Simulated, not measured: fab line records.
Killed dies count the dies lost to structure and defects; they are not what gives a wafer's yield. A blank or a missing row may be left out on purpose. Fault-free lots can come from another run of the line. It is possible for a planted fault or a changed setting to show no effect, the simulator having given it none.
The tool behind it: which one? || flow nand_harc || 33 wafers from 11 lots sampled at 4 of the route's 1159 steps

WHAT EACH GAUGE READ, for each wafer
The record holds no reading of a measuring or inspecting step that can be judged against a usual standard deviation.

WHICH TOOL RAN EACH LOT (tool, then ch and the chambers of the sampled wafers, then the start)
{"lot": "L642", "NHARC_A_CONTACT_ETCH_110": "rie_diel-01 ch 0,1,3, day 17 02:25", "NHARC_A_BLC_ETCH_18": "rie_diel-10 ch 1,3, day 19 19:58 or earlier", "NHARC_A_M1_ETCH_15": "rie_diel-04 ch 0,3, day 19 19:58 or earlier", "NHARC_THIN_TSV_ANNEAL_52": "rtp_anneal-02 ch 0, day 19 19:58"}
{"lot": "L645", "NHARC_A_CONTACT_ETCH_110": "rie_diel-07 ch 0,1, day 17 11:08", "NHARC_A_BLC_ETCH_18": "rie_diel-10 ch 0,2,3, day 20 00:02 or earlier", "NHARC_A_M1_ETCH_15": "rie_diel-08 ch 0,1, day 20 00:02 or earlier", "NHARC_THIN_TSV_ANNEAL_52": "rtp_anneal-01 ch 0, day 20 00:02"}
{"lot": "L643", "NHARC_A_CONTACT_ETCH_110": "rie_diel-11 ch 2,3, day 17 12:56", "NHARC_A_BLC_ETCH_18": "rie_diel-10 ch 0,1, day 20 01:19 or earlier", "NHARC_A_M1_ETCH_15": "rie_diel-08 ch 2,3, day 20 01:19 or earlier", "NHARC_THIN_TSV_ANNEAL_52": "rtp_anneal-02 ch 0, day 20 01:19"}
{"lot": "L644", "NHARC_A_CONTACT_ETCH_110": "rie_diel-07 ch 0,3, day 17 14:49", "NHARC_A_BLC_ETCH_18": "rie_diel-13 ch 0,2, day 20 03:24 or earlier", "NHARC_A_M1_ETCH_15": "rie_diel-12 ch 0,3, day 20 03:24 or earlier", "NHARC_THIN_TSV_ANNEAL_52": "rtp_anneal-02 ch 0, day 20 03:24"}
{"lot": "L646", "NHARC_A_CONTACT_ETCH_110": "rie_diel-11 ch 0,1,3, day 18 06:46", "NHARC_A_BLC_ETCH_18": "rie_diel-10 ch 1,2,3, day 20 04:26 or earlier", "NHARC_A_M1_ETCH_15": "rie_diel-04 ch 0,1, day 20 04:26 or earlier", "NHARC_THIN_TSV_ANNEAL_52": "rtp_anneal-02 ch 0, day 20 04:26"}
{"lot": "L649", "NHARC_A_CONTACT_ETCH_110": "rie_diel-07 ch 2,3, day 19 08:19", "NHARC_A_BLC_ETCH_18": "rie_diel-13 ch 0,1,2, day 21 01:10 or earlier", "NHARC_A_M1_ETCH_15": "rie_diel-04 ch 0,2, day 21 01:10 or earlier", "NHARC_THIN_TSV_ANNEAL_52": "rtp_anneal-01, day 21 01:10"}
{"lot": "L651", "NHARC_A_CONTACT_ETCH_110": "rie_diel-11 ch 0,3, day 19 16:22", "NHARC_A_BLC_ETCH_18": "rie_diel-06 ch 0,1, day 21 10:37 or earlier", "NHARC_A_M1_ETCH_15": "rie_diel-08 ch 2,3, day 21 10:37 or earlier", "NHARC_THIN_TSV_ANNEAL_52": "rtp_anneal-02, day 21 10:37"}
{"lot": "L654", "NHARC_A_CONTACT_ETCH_110": "rie_diel-01 ch 0,2,3, day 19 19:12", "NHARC_A_BLC_ETCH_18": "rie_diel-06 ch 1,2,3, day 21 19:05 or earlier", "NHARC_A_M1_ETCH_15": "rie_diel-08 ch 1,2,3, day 21 19:05 or earlier", "NHARC_THIN_TSV_ANNEAL_52": "rtp_anneal-01 ch 0, day 21 19:05"}
{"lot": "L658", "NHARC_A_CONTACT_ETCH_110": "rie_diel-07 ch 0,1,3, day 20 22:47", "NHARC_A_BLC_ETCH_18": "rie_diel-13 ch 0,2, day 22 17:22 or earlier", "NHARC_A_M1_ETCH_15": "rie_diel-12 ch 2,3, day 22 17:22 or earlier", "NHARC_THIN_TSV_ANNEAL_52": "rtp_anneal-02 ch 0, day 22 17:22"}
{"lot": "L661", "NHARC_A_CONTACT_ETCH_110": "rie_diel-07 ch 1,3, day 21 15:18", "NHARC_A_BLC_ETCH_18": "rie_diel-13 ch 0,1,3, day 23 08:32 or earlier", "NHARC_A_M1_ETCH_15": "rie_diel-04 ch 0,1,3, day 23 08:32 or earlier", "NHARC_THIN_TSV_ANNEAL_52": "rtp_anneal-01 ch 0, day 23 08:32"}
{"lot": "L664", "NHARC_A_CONTACT_ETCH_110": "rie_diel-11 ch 1,2,3, day 22 03:50", "NHARC_A_BLC_ETCH_18": "rie_diel-10 ch 1,2,3, day 23 17:22 or earlier", "NHARC_A_M1_ETCH_15": "rie_diel-12 ch 0,1,2, day 23 17:22 or earlier", "NHARC_THIN_TSV_ANNEAL_52": "rtp_anneal-01 ch 0, day 23 17:22"}
- NHARC_A_CONTACT_ETCH_110: etches the open film in CF4/O2, target depth 50 nm, overetch 5 nm, time 27.5 s.
- NHARC_A_BLC_ETCH_18: etches the open film in C4F8/O2/Ar, target depth 910 nm.
- NHARC_A_M1_ETCH_15: etches the open film in C4F8/Ar, target depth 182.5 nm, time 91.2 s.
- NHARC_THIN_TSV_ANNEAL_52: time 90 s.

WHAT THE TOOLS THEMSELVES READ (means of the sampled wafers that have a number; where no wafer has one, the mark that the record gives instead)
NHARC_A_CONTACT_ETCH_110. Usual: drypump_motor_current_A 5.84 A, standard deviation 0.28; oes_product_au 1.000 a.u., standard deviation 0.0079; rf_fwd_power_W 296.4 W, standard deviation 1.4; rf_vpp_V 197.6 V, standard deviation 1.5; showerhead_plenum_p_Torr 1.33 Torr, standard deviation 0.058; throttle_valve_pct 13.396 %, standard deviation 0.0093.
{"lot": "L642", "tool": "rie_diel-01", "drypump_motor_current_A (A)": 6.04, "oes_product_au (a.u.)": 1.003, "rf_fwd_power_W (W)": 296.4, "rf_vpp_V (V)": 198.4, "showerhead_plenum_p_Torr (Torr)": 1.38, "throttle_valve_pct (%)": 13.397, "flag": ""}
{"lot": "L645", "tool": "rie_diel-07", "drypump_motor_current_A (A)": 5.84, "oes_product_au (a.u.)": 0.996, "rf_fwd_power_W (W)": 297.1, "rf_vpp_V (V)": 195.4, "showerhead_plenum_p_Torr (Torr)": 1.27, "throttle_valve_pct (%)": 13.399, "flag": ""}
{"lot": "L643", "tool": "rie_diel-11", "drypump_motor_current_A (A)": 5.66, "oes_product_au (a.u.)": 1.002, "rf_fwd_power_W (W)": 295.4, "rf_vpp_V (V)": 196.6, "showerhead_plenum_p_Torr (Torr)": 1.32, "throttle_valve_pct (%)": 13.395, "flag": ""}
{"lot": "L644", "tool": "rie_diel-07", "drypump_motor_current_A (A)": 5.74, "oes_product_au (a.u.)": 0.989, "rf_fwd_power_W (W)": 296.2, "rf_vpp_V (V)": 197.4, "showerhead_plenum_p_Torr (Torr)": 1.30, "throttle_valve_pct (%)": 13.407, "flag": ""}
{"lot": "L646", "tool": "rie_diel-11", "drypump_motor_current_A (A)": 5.85, "oes_product_au (a.u.)": 0.998, "rf_fwd_power_W (W)": 294.5, "rf_vpp_V (V)": 197.7, "showerhead_plenum_p_Torr (Torr)": 1.33, "throttle_valve_pct (%)": 13.401, "flag": ""}
{"lot": "L649", "tool": "rie_diel-07", "drypump_motor_current_A (A)": 5.75, "oes_product_au (a.u.)": 0.993, "rf_fwd_power_W (W)": 296.5, "rf_vpp_V (V)": 198.6, "showerhead_plenum_p_Torr (Torr)": 1.35, "throttle_valve_pct (%)": 13.403, "flag": ""}
{"lot": "L651", "tool": "rie_diel-11", "drypump_motor_current_A (A)": 5.54, "oes_product_au (a.u.)": 1.006, "rf_fwd_power_W (W)": 294.8, "rf_vpp_V (V)": 197.2, "showerhead_plenum_p_Torr (Torr)": 1.34, "throttle_valve_pct (%)": 13.395, "flag": ""}
{"lot": "L654", "tool": "rie_diel-01", "drypump_motor_current_A (A)": 5.94, "oes_product_au (a.u.)": 0.996, "rf_fwd_power_W (W)": 296.2, "rf_vpp_V (V)": 197.4, "showerhead_plenum_p_Torr (Torr)": 1.32, "throttle_valve_pct (%)": 13.394, "flag": ""}
{"lot": "L658", "tool": "rie_diel-07", "drypump_motor_current_A (A)": 5.76, "oes_product_au (a.u.)": 1.001, "rf_fwd_power_W (W)": 296.9, "rf_vpp_V (V)": 196.7, "showerhead_plenum_p_Torr (Torr)": 1.29, "throttle_valve_pct (%)": 13.397, "flag": ""}
{"lot": "L661", "tool": "rie_diel-07", "drypump_motor_current_A (A)": 5.77, "oes_product_au (a.u.)": 0.995, "rf_fwd_power_W (W)": 296.2, "rf_vpp_V (V)": 197.1, "showerhead_plenum_p_Torr (Torr)": 1.29, "throttle_valve_pct (%)": 13.396, "flag": ""}
{"lot": "L664", "tool": "rie_diel-11", "drypump_motor_current_A (A)": 5.88, "oes_product_au (a.u.)": 1.013, "rf_fwd_power_W (W)": 295.1, "rf_vpp_V (V)": 198.0, "showerhead_plenum_p_Torr (Torr)": 1.34, "throttle_valve_pct (%)": 13.399, "flag": ""}

NHARC_A_BLC_ETCH_18. Usual: oes_product_au 0.947 a.u., standard deviation 0.022; rf_fwd_power_W 599.1 W, standard deviation 1.6; rf_vpp_V 981 V, standard deviation 5.
{"lot": "L642", "tool": "rie_diel-10", "oes_product_au (a.u.)": 0.971, "rf_fwd_power_W (W)": 598.6, "rf_vpp_V (V)": 976, "flag": ""}
{"lot": "L645", "tool": "rie_diel-10", "oes_product_au (a.u.)": 0.965, "rf_fwd_power_W (W)": 599.6, "rf_vpp_V (V)": 983, "flag": ""}
{"lot": "L643", "tool": "rie_diel-10", "oes_product_au (a.u.)": 0.978, "rf_fwd_power_W (W)": 599.0, "rf_vpp_V (V)": 978, "flag": ""}
{"lot": "L644", "tool": "rie_diel-13", "oes_product_au (a.u.)": 0.915, "rf_fwd_power_W (W)": 600.5, "rf_vpp_V (V)": 980, "flag": ""}
{"lot": "L646", "tool": "rie_diel-10", "oes_product_au (a.u.)": 0.966, "rf_fwd_power_W (W)": 598.3, "rf_vpp_V (V)": 980, "flag": ""}
{"lot": "L649", "tool": "rie_diel-13", "oes_product_au (a.u.)": 0.959, "rf_fwd_power_W (W)": 599.6, "rf_vpp_V (V)": 981, "flag": ""}
{"lot": "L651", "tool": "rie_diel-06", "oes_product_au (a.u.)": 0.964, "rf_fwd_power_W (W)": 599.6, "rf_vpp_V (V)": 981, "flag": ""}
{"lot": "L654", "tool": "rie_diel-06", "oes_product_au (a.u.)": 0.961, "rf_fwd_power_W (W)": 598.6, "rf_vpp_V (V)": 980, "flag": ""}
{"lot": "L658", "tool": "rie_diel-13", "oes_product_au (a.u.)": 0.967, "rf_fwd_power_W (W)": 599.2, "rf_vpp_V (V)": 975, "flag": ""}
{"lot": "L661", "tool": "rie_diel-13", "oes_product_au (a.u.)": 0.962, "rf_fwd_power_W (W)": 598.3, "rf_vpp_V (V)": 982, "flag": ""}
{"lot": "L664", "tool": "rie_diel-10", "oes_product_au (a.u.)": 0.921, "rf_fwd_power_W (W)": 600.5, "rf_vpp_V (V)": 978, "flag": ""}

NHARC_A_M1_ETCH_15. Usual: oes_product_au 0.955 a.u., standard deviation 0.021; rf_fwd_power_W 596.3 W, standard deviation 1.7; rf_vpp_V 440.5 V, standard deviation 2.4.
{"lot": "L642", "tool": "rie_diel-04", "oes_product_au (a.u.)": 0.965, "rf_fwd_power_W (W)": 596.3, "rf_vpp_V (V)": 440.4, "flag": ""}
{"lot": "L645", "tool": "rie_diel-08", "oes_product_au (a.u.)": 0.923, "rf_fwd_power_W (W)": 594.5, "rf_vpp_V (V)": 444.2, "flag": ""}
{"lot": "L643", "tool": "rie_diel-08", "oes_product_au (a.u.)": 0.963, "rf_fwd_power_W (W)": 598.6, "rf_vpp_V (V)": 442.4, "flag": ""}
{"lot": "L644", "tool": "rie_diel-12", "oes_product_au (a.u.)": 0.994, "rf_fwd_power_W (W)": 594.4, "rf_vpp_V (V)": 440.1, "flag": ""}
{"lot": "L646", "tool": "rie_diel-04", "oes_product_au (a.u.)": 0.972, "rf_fwd_power_W (W)": 596.2, "rf_vpp_V (V)": 439.0, "flag": ""}
{"lot": "L649", "tool": "rie_diel-04", "oes_product_au (a.u.)": 0.932, "rf_fwd_power_W (W)": 599.0, "rf_vpp_V (V)": 439.5, "flag": ""}
{"lot": "L651", "tool": "rie_diel-08", "oes_product_au (a.u.)": 0.931, "rf_fwd_power_W (W)": 596.9, "rf_vpp_V (V)": 441.4, "flag": ""}
{"lot": "L654", "tool": "rie_diel-08", "oes_product_au (a.u.)": 0.967, "rf_fwd_power_W (W)": 594.4, "rf_vpp_V (V)": 442.6, "flag": ""}
{"lot": "L658", "tool": "rie_diel-12", "oes_product_au (a.u.)": 0.981, "rf_fwd_power_W (W)": 596.4, "rf_vpp_V (V)": 441.8, "flag": ""}
{"lot": "L661", "tool": "rie_diel-04", "oes_product_au (a.u.)": 0.974, "rf_fwd_power_W (W)": 595.3, "rf_vpp_V (V)": 439.3, "flag": ""}
{"lot": "L664", "tool": "rie_diel-12", "oes_product_au (a.u.)": 0.935, "rf_fwd_power_W (W)": 597.8, "rf_vpp_V (V)": 440.8, "flag": ""}

NHARC_THIN_TSV_ANNEAL_52. Usual: anneal_temp_c 225.02 C, standard deviation 0.17; anneal_temp_c_max 226.9, standard deviation 0.33; wafer_temp_C_max 226.36, standard deviation 0.29.
{"lot": "L642", "tool": "rtp_anneal-02", "anneal_temp_c (C)": 224.90, "anneal_temp_c_max": 226.7, "wafer_temp_C_max": 226.39, "flag": ""}
{"lot": "L645", "tool": "rtp_anneal-01", "anneal_temp_c (C)": 225.10, "anneal_temp_c_max": 227.1, "wafer_temp_C_max": 226.06, "flag": ""}
{"lot": "L643", "tool": "rtp_anneal-02", "anneal_temp_c (C)": 224.97, "anneal_temp_c_max": 226.9, "wafer_temp_C_max": 226.70, "flag": ""}
{"lot": "L644", "tool": "rtp_anneal-02", "anneal_temp_c (C)": 225.06, "anneal_temp_c_max": 227.1, "wafer_temp_C_max": 226.48, "flag": ""}
{"lot": "L646", "tool": "rtp_anneal-02", "anneal_temp_c (C)": 224.92, "anneal_temp_c_max": 227.0, "wafer_temp_C_max": 226.51, "flag": ""}
{"lot": "L649", "tool": "rtp_anneal-01", "anneal_temp_c (C)": "-", "anneal_temp_c_max": "-", "wafer_temp_C_max": "-", "flag": "OFF"}
{"lot": "L651", "tool": "rtp_anneal-02", "anneal_temp_c (C)": "-", "anneal_temp_c_max": "-", "wafer_temp_C_max": "-", "flag": "OFF"}
{"lot": "L654", "tool": "rtp_anneal-01", "anneal_temp_c (C)": 225.01, "anneal_temp_c_max": 226.9, "wafer_temp_C_max": 226.39, "flag": ""}
{"lot": "L658", "tool": "rtp_anneal-02", "anneal_temp_c (C)": 225.24, "anneal_temp_c_max": 227.1, "wafer_temp_C_max": 226.36, "flag": ""}
{"lot": "L661", "tool": "rtp_anneal-01", "anneal_temp_c (C)": 225.00, "anneal_temp_c_max": 226.6, "wafer_temp_C_max": 226.17, "flag": ""}
{"lot": "L664", "tool": "rtp_anneal-01", "anneal_temp_c (C)": 225.02, "anneal_temp_c_max": 226.7, "wafer_temp_C_max": 226.19, "flag": ""}

THE ANSWER, worked out from the rows above alone
Rule: take the mean of a lot's wafers that have a number; if it is more than 3 standard deviations from the usual mean, the lot is off. Also off: a lot with no number at a reading for which 4 or more lots have one. Any other lot the step has rows for is counted as sound. First the gauges in route order, then the tools' own readings, where a lot's mean is used as printed above. At the first step where some lot is off, the reading lying furthest off is the one used; lots without a number count as furthest.
Off at NHARC_THIN_TSV_ANNEAL_52 (anneal_temp_c): L649, L651. Without a number there: L649, L651.
A tool fits if, at that step or a process step before it, it ran every lot that is off, and no sound lot after the first of them. With no start given for some of its lots, NHARC_A_BLC_ETCH_18 uses the hours and lot order of NHARC_THIN_TSV_ANNEAL_52. With no start given for some of its lots, NHARC_A_M1_ETCH_15 uses the hours and lot order of NHARC_THIN_TSV_ANNEAL_52. Not one of the candidates tried fits.

WHAT THE SIMULATOR PUT IN
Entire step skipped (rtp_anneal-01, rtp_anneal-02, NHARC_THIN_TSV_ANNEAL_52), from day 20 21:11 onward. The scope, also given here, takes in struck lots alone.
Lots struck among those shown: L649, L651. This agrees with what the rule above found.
